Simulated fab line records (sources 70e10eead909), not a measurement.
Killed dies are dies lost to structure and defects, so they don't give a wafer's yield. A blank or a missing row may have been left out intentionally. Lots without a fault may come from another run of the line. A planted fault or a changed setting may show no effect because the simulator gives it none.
Problem report, 8D (eight disciplines) form, completed by code / flow nandHarc / the parts of the form that need people (team, actions taken, sign-off) are left out

## 1. WHAT IS WRONG
NHARC_P_M2_THK_MEAS_24, thkNm: mean 136.4 nm on 2 wafers (1 lot); fault-free wafers 144.2 nm, standard deviation 1.5. Measured from the usual mean, that is -5.2 standard deviations.
The step: measures by xrf.
First observed at day 10 13:41: wafer L113.4, on filmMetro-01. The record has a number at this step for 36 wafers belonging to 12 lots. The rule behind "out" and "out of limits": a value lying over 4 standard deviations away from the usual mean. Any other wafer with a number is counted as sound.

## 2. WHAT IT IS, WHAT IT ISN'T
question=which readings at this step | is=thkNm | is not=-
question=which lots | is=L113 | is not=L100, L101, L103, L105, L106, L107, L117, L120, L997, L998, L999
question=which wafers of those lots | is=L113.4, L113.5 | is not=L113.1
question=read on which gauges | is=filmMetro-01 | is not=filmMetro-02
question=when | is=from day 10 13:41 | is not=up to then (28 sound wafers); but 6 sound wafers of L117, L120 came after

## 3. WHAT RULES OUT EACH SUSPECT
Counting: any tool at a process step up to the reading remains a suspect provided it ran every lot that is out. Sound lots after the first of them don't rule it out here, since some wafers of a struck lot are sound.
- the gauge at NHARC_P_M2_THK_MEAS_24: kept. All the wafers that are out were read on filmMetro-01, and no step on other tools shows them out.
- pecvd-01 at NHARC_P_M1_PRE_CLEAN_32 (time 12 s): kept. The lot that is out, L113, ran on it at day 10 09:44; the last sound lot it ran before that was L103, at day 7 08:55.
- pvdSputter-03 at NHARC_P_M2_DEGAS_29 (time 60 s): kept. The lot that is out, L113, ran on it at day 10 12:17; the last sound lot it ran before that was L107, at day 8 20:43.
- cmp-04 at NHARC_P_M2_CMP_23 (polishes, t overpolish 20 s, target thk 144.3 nm): kept. The lot that is out, L113, ran on it at day 10 13:22; the last sound lot it ran before that was L106, at day 8 11:43.
- Within cmp-04 at NHARC_P_M2_CMP_23: the wafers that are out ran in chambers 0, 2; their sound lot-mates ran in chamber 3.
Left after counting: pecvd-01 at NHARC_P_M1_PRE_CLEAN_32, pvdSputter-03 at NHARC_P_M2_DEGAS_29, cmp-04 at NHARC_P_M2_CMP_23, filmMetro-01 at NHARC_P_M2_THK_MEAS_24.

## 4. THE CAUSE (what the simulator had put in)
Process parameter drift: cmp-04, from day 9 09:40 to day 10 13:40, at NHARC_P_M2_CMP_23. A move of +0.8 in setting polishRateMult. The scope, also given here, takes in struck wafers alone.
After counting, 4 suspects remain, this tool included.

## 5. THE EFFECT CHAIN, in route order
Rows list readings where the struck wafers' mean (over those with a number) sits beyond 3 standard deviations from the usual. Only readings whose record carries a usual standard deviation are examined. hours: median over the lots of the time between each lot's start at the first step of this table that gives one and its start at this step. sigmas: the change, counted in usual standard deviations.
hours=0; step=NHARC_P_M2_CMP_23; reading=timeToEndpointS; usual=28 s; on struck wafers=16; change=-12; sigmas=-4.2
hours=0; step=NHARC_P_M2_THK_MEAS_24; reading=thkNm; usual=144.2 nm; on struck wafers=136.4; change=-7.8; sigmas=-5.2
It contains these process steps:
- NHARC_P_M2_CMP_23: polishes, t overpolish 20 s, target thk 144.3 nm.

## 6. HOW IT WOULD HAVE BEEN CAUGHT EARLIER
The first out-of-limits reading at a measuring or inspecting step in this record came at day 10 13:41, 28 hours after the fault's start at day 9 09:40.
The tool's own readings at NHARC_P_M2_CMP_23 were out on some of the struck wafers (timeToEndpointS): an alarm limit on them would have fired on those.
All the lots that are out (1) had begun NHARC_P_M2_CMP_23 on cmp-04 by day 10 13:41. A hold on the tool at that time would have spared none of them.
